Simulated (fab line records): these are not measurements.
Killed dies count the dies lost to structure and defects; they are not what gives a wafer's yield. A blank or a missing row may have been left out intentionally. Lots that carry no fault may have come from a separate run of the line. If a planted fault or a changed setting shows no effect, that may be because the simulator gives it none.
A struck lot beside a sound one + flow nand harc + 14 steps out of a route of 1302
Sound: these wafers, L880.1, L880.5, L880.6. Struck: wafer L889.5. (L889.3 of the same lot was not struck and is left out.) The cause comes at the end.
Per side, at each step with rows, come the tool, then ch with its chambers, and then its first start. Under that, the readings that differ: sound wafers + struck wafers + difference of the means + sigmas: that difference in standard deviations of wafers without a fault.
alike: a reading whose means differ by less than 2 such deviations, as well as words and numbers matching on both sides. not compared: withheld readings; readings where some wafer has no value; bounds like >300 that might hide an equal value; numbers whose values overlap and for which the record gives no deviation.
The two part at a step that has a row with sigmas, a row that says differs or no value, or rows on one side only. Numbers that have no deviation but don't overlap get no sigmas and don't part them. A reading missing from all wafers of one side parts the sides only when that side holds two or more wafers.

NHARC_A_STAIRCASE_ETCH_15: etches the open film in C4F8/O2, target depth 100 nm, time 40.5 s.
  sound on rie diel-11 ch 1,3; struck on rie diel-09 ch 3
  alike: oes product au, rf vpp V
  not compared: rf hours counter h
then, 1 step without rows for these wafers: NHARC_A_STAIRCASE_TRIM_16 (chemistry O2, time 211.2 s).
NHARC_A_STAIRCASE_ETCH_17: etches the open film in C4F8/O2, target depth 100 nm, time 40.5 s.
  sound on rie diel-11 ch 1,2; struck on rie diel-09 ch 3
  alike: oes product au, rf vpp V
  not compared: rf hours counter h
NHARC_A_STAIRCASE_TRIM_18: chemistry O2, time 211.2 s.
  sound on rie diel-11 ch 1,2; struck on rie diel-09 ch 3
| reading          | sound             | struck | difference | sigmas |
|------------------|-------------------|--------|------------|--------|
| run length s (s) | 231.6 231.5 232.7 | 233.4  | +1.5       | +3     |
  alike: drypump motor current A, oes product au, rf vpp V, showerhead plenum p Torr, throttle valve pct
  not compared: rf hours counter h
then, 6 steps without rows for these wafers: NHARC_A_STAIRCASE_ETCH_19 (etches the open film in C4F8/O2, target depth 100 nm, time 40.5 s); NHARC_A_STAIRCASE_TRIM_20 (chemistry O2, time 211.2 s); NHARC_A_STAIRCASE_ETCH_21 (etches the open film in C4F8/O2, target depth 100 nm, time 40.5 s); NHARC_A_STAIRCASE_TRIM_22 (chemistry O2, time 211.2 s); NHARC_A_STAIRCASE_ETCH_23 (etches the open film in C4F8/O2, target depth 100 nm, time 40.5 s); NHARC_A_STAIRCASE_TRIM_24 (chemistry O2, time 211.2 s).
NHARC_A_STAIRCASE_ETCH_25: etches the open film in C4F8/O2, target depth 100 nm, time 40.5 s.
  sound on rie diel-09 ch 0,3; struck on rie diel-05 ch 3
  alike: oes product au, rf vpp V
  not compared: rf hours counter h
NHARC_A_STAIRCASE_TRIM_26: chemistry O2, time 211.2 s.
  sound on rie diel-09 ch 2,3, day 17 00:51; struck on rie diel-05 ch 2, day 20 21:22
| reading          | sound             | struck | difference | sigmas |
|------------------|-------------------|--------|------------|--------|
| run length s (s) | 232.6 232.8 232.6 | 255.5  | +22.8      | +49    |
  alike: drypump motor current A, oes product au, rf vpp V, showerhead plenum p Torr, throttle valve pct
  not compared: rf hours counter h
NHARC_A_STAIRCASE_ETCH_27: etches the open film in C4F8/O2, target depth 100 nm, time 40.5 s.
  sound on rie diel-09 ch 2,3; struck on rie diel-05 ch 0
  alike: oes product au, rf vpp V
  not compared: rf hours counter h
-- record jumps: 9 days between struck wafers' starts before vs after; left off in module A_STAIRCASE, resumes in module END, first step shown is number 1302 of the route --
NHARC_END_SORT_01:
  here the record holds rows for the struck wafers (prober-02 ch 0, day 30 02:59) but none for the sound ones

## WHERE THEY PART
Last at NHARC_END_SORT_01 as far as this record goes, first at NHARC_A_STAIRCASE_TRIM_18.

WHY: the cause the simulator had injected
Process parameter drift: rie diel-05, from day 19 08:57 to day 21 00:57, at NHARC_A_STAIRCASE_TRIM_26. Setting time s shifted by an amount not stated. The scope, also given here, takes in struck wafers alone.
